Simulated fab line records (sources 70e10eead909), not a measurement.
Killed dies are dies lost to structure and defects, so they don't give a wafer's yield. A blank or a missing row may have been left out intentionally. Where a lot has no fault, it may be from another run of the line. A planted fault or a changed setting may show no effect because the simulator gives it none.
A single fault, viewed from 2 desks | flow nand-harc | every desk sees just its own numbers, and what lay behind them comes last

TOOL OWNER'S DESK, pecvd-onon-01
The tool's own readings at NHARC_A_ONON_D1_DEP_16 (target thk 1000 nm): means of the sampled wafers that have a number, for each lot that ran on this tool. Any lot whose mean is over 4 standard deviations away from the usual mean is out of limits and marked OUT; that distance is given in the brackets.
Columns: A = n2-flow-sccm at NHARC_A_ONON_D1_DEP_16, usual 2748 sccm
lot  | first seen here | A
L494 | day 8 07:45     | 2747
L497 | day 9 04:23     | 2736
L502 | day 11 12:01    | 2747
L510 | day 15 07:00    | 2747
L513 | day 15 23:37    | 2758
This desk found nothing out of limits on any of the 5 lots.

AT THE METROLOGY DESK
What the gauges read, lot by lot, whatever tool the lot ran on: means of the sampled wafers that have a number. Any lot whose mean is over 4 standard deviations away from the usual mean is out of limits and marked OUT; that distance is given in the brackets.
Columns: A = thk-nm at NHARC_A_SOURCE_PLATE_THK_MEAS_06, usual 199.7 nm; B = thk-nm at NHARC_A_ONON_D1_THK_MEAS_14, usual 998 nm; C = thk-nm at NHARC_A_ONON_D1_THK_MEAS_18, usual 999 nm
lot  | first seen here | A     | B    | C
L494 | day 7 18:07     | 202.6 | 1015 | 998
L495 | day 8 04:17     | 199.1 | 999  | 991
L496 | day 8 17:46     | 196.8 | 984  | 988
L497 | day 8 21:01     | 199.6 | 1000 | 1001
L498 | day 9 22:58     | 200.7 | 988  | 999
L499 | day 9 22:58     | 199.8 | 1016 | 979
L501 | day 11 01:56    | 198.8 | 998  | 999
L502 | day 11 01:56    | 200.2 | 1002 | 995
L504 | day 11 21:05    | 197.9 | 1005 | 1008
L510 | day 14 20:16    | 200.0 | 990  | 1518 (+52) OUT
L511 | day 14 20:16    | 201.1 | 1003 | 997
L513 | day 15 13:25    | 200.2 | 1002 | 1518 (+52) OUT
L516 | day 17 00:44    | 200.4 | 999  | 991
L517 | day 17 14:28    | 199.5 | 1012 | 1004
This desk's finding: out of limits on L510, L513; first on L510, day 15 07:31 (thk-nm at NHARC_A_ONON_D1_THK_MEAS_18). L494, L495, L496, L497, L498, L499, L501, L502, L504, L511, L516, L517 stayed within limits.

ALL TOGETHER
On L510, L513, the metrology desk was in a position to raise an alarm at day 15 07:31.
Nothing out of limits was seen by the tool owner's desk.
Tool owner's desk: L510, L513 on record, inside its limits.
NHARC_A_ONON_D1_DEP_16 was run on pecvd-onon-01 by each of the lots named.

WHAT THE SIMULATOR HAD PUT IN
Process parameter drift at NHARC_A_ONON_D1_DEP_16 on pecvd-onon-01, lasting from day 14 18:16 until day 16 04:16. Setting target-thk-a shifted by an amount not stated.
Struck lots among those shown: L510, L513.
Delay in hours, fault start to first out-of-limits reading, per desk: metrology desk 13.
